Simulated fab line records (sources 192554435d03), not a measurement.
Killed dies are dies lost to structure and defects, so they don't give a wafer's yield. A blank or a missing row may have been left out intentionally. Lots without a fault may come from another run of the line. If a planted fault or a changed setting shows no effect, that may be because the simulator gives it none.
Matching of chambers | flow n5 finfet | 4 sister chambers for N5_BEOL_M11_STRIP_36 on rie diel-06
The step strips in N2/H2. 4 wafers are shown with their chamber, then 7 later ones without.

## WAFERS WITH THEIR CHAMBER
wafer  | chamber | showerhead plenum p Torr (Torr)
L082.3 | 2       | 2.72
L084.5 | 1       | 2.63
L087.3 | 0       | 2.69
L087.5 | 3       | 2.46

## WAFERS WHOSE CHAMBER IS MISSING
wafer  | showerhead plenum p Torr (Torr)
L087.6 | 2.71
L088.3 | 2.69
L088.5 | 2.62
L088.6 | 2.69
L097.2 | 2.71
L097.4 | 2.62
L097.6 | 2.68

## WHICH CHAMBER EACH ONE RAN IN
wafer  | from the rows above     | in truth
L087.6 | can't be placed: 2 or 0 | 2
L088.3 | 0                       | 0
L088.5 | 1                       | 1
L088.6 | 0                       | 0
L097.2 | can't be placed: 2 or 0 | 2
L097.4 | 1                       | 1
L097.6 | 0                       | 0
Placed correctly: 5 of 7. From these rows, 2 cannot be placed; in 2 the true chamber is one of the candidates. Wrongly placed: 0.
How it was worked out, from the rows above alone: a wafer's distance from a chamber is the root of the sum, over the readings, of the square of ((its reading less the chamber's mean) divided by the reading's scatter). If the next closest chamber is less than 2 further off than the closest, the wafer can't be placed; otherwise it belongs to the closest. For every chamber, the mean is computed from those of its wafers that are shown. The scatter: root of mean squared gap, hidden wafer to nearest shown wafer, with one shown wafer a chamber.
